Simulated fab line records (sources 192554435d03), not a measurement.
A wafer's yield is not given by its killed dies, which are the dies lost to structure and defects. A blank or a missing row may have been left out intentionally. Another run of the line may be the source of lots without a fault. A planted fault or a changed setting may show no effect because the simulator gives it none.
Split-lot study -- flow n5_finfet -- 21 wafers read from 7 lots, route of 1938 steps

== THE SPLIT ITSELF ==
At N5_BEOL_M13_EXPOSE_07 (exposes mask V12), the setting dose_mj was moved away from the recipe's 24.8 on 7 of the 21 wafers read, by -5.2% to +6.0%. For the rest of the wafers, this setting stayed at what the recipe calls for.

== FROM THE SPLIT TO THE READING: what the file shows between them, 10 steps ==
- N5_BEOL_M13_PEB_08: peb time 90 s
- N5_BEOL_M13_DEVELOP_09: develop time 45 s
- N5_BEOL_M13_HARDBAKE_14: time 120 s
- N5_BEOL_M13_CD_MEAS_10: target cd 190 nm
- N5_BEOL_M13_DESCUM_15: chemistry O2, time 7.9 s
- N5_BEOL_M13_ETCH_59: etches BARC in N2/H2, target depth 89 nm, overetch 26.7 nm, time 67.9 s
- N5_BEOL_M13_VIA_ETCH_16: etches SiOC in C4F8/O2/Ar, target depth 921.7 nm
- N5_BEOL_M13_STRIP_63: strips in N2/H2
- N5_BEOL_M13_STRIP_71: strips in post etch residue remover, time 60 s
- N5_BEOL_M13_SRD_72: time 30 s, dry time 30 s

== THE READING ==
At N5_BEOL_M13_CD_MEAS_17: cd_nm in nanometres, against a target cd of 190 nm. Typical for fault-free wafers on this fab line: 189.5 nm, with standard deviation 1.9 nm.

wafer,"tool, chamber at the split",dose_mj as run,against the recipe,"cd_nm, nm",against lot-mates on the recipe
L074.1,"krf_scanner-01, 0",24.18,-2.5%,186.5,-2.4
L074.4,"krf_scanner-01, 0",24.8,recipe,188.9,-
L074.5,"krf_scanner-01, 0",24.18,-2.5%,188.3,-0.6
L077.1,"krf_scanner-02, 0",24.8,recipe,190.5,-
L077.3,"krf_scanner-02, 0",25.78,+4.0%,195.4,+4.9
L077.4,"krf_scanner-02, 0",25.78,+4.0%,195.8,+5.3
L079.1,"krf_scanner-02, 0",24.8,recipe,185.9,-
L079.2,"krf_scanner-02, 0",24.8,recipe,187.0,-
L079.3,"krf_scanner-02, 0",24.8,recipe,185.9,-
L084.1,"krf_scanner-01, 0",24.8,recipe,188.1,-
L084.3,"krf_scanner-01, 0",25.86,+4.3%,193.6,+4.2
L084.6,"krf_scanner-01, 0",24.8,recipe,190.7,-
L085.2,"krf_scanner-01, 0",23.51,-5.2%,183.9,-6.2
L085.4,"krf_scanner-01, 0",24.8,recipe,189.4,-
L085.5,"krf_scanner-01, 0",24.8,recipe,190.8,-
L088.1,"krf_scanner-01, 0",26.3,+6.0%,194.9,+6.2
L088.4,"krf_scanner-01, 0",24.8,recipe,187.5,-
L088.5,"krf_scanner-01, 0",24.8,recipe,189.8,-
L096.1,"krf_scanner-01, 0",24.8,recipe,186.1,-
L096.3,"krf_scanner-01, 0",24.8,recipe,189.1,-
L096.6,"krf_scanner-01, 0",24.8,recipe,189.8,-

THE FIT
A straight line over all 21 wafers: cd_nm changes by +1.13 nm for each +1% of dose_mj; r = +0.85; the points scatter about the line by 1.8 nm.
The same after taking each lot's own level away (the mean of its wafers on the recipe; 21 wafers): +1.07 nm for each +1%; r = +0.93; scatter 1.1 nm.
According to that fit, moving dose_mj by its largest amount changes the reading by 6.5 nm.
The span of the lots' own levels, 186.27 to 190.50 nm, comes to 2.2 times the standard deviation stated above.
The two slopes are in agreement: the lot-to-lot level therefore moves the slope only a little.
Check: +6.79 nm against its lot-mates is what the line predicts for one of the wafers moved furthest among these (+6.0%) when that wafer is left out of the fit. It came out at +6.25 nm against them.

== OTHER SPLITS APPLIED TO THESE WAFERS ==
Note: prior to the reading, these wafers also went through further splits. Each is held against what the fit with the lots' levels taken away leaves over:
other split on the same wafers,wafers away from the commonest value,r with cd_nm (lot level and that fit taken away)
N5_BEOL_M13_COAT_04 spin_rpm,8,+0.20

== THE WHOLE CHAIN: every reading that the file lists as answering this split, in the file's order ==
step,what it does,reading,change (the file's fit),r (the file's)
N5_BEOL_M13_CD_MEAS_10,target cd 190 nm,cd_nm,+1.08 nm for each +1% of the setting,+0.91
N5_BEOL_M13_CD_MEAS_17,target cd 190 nm,cd_nm,+1.07 nm for each +1% of the setting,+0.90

== FILE'S OWN FIT ==
cd_nm changes by +1.07 nm for each +1% of dose_mj, r = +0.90.
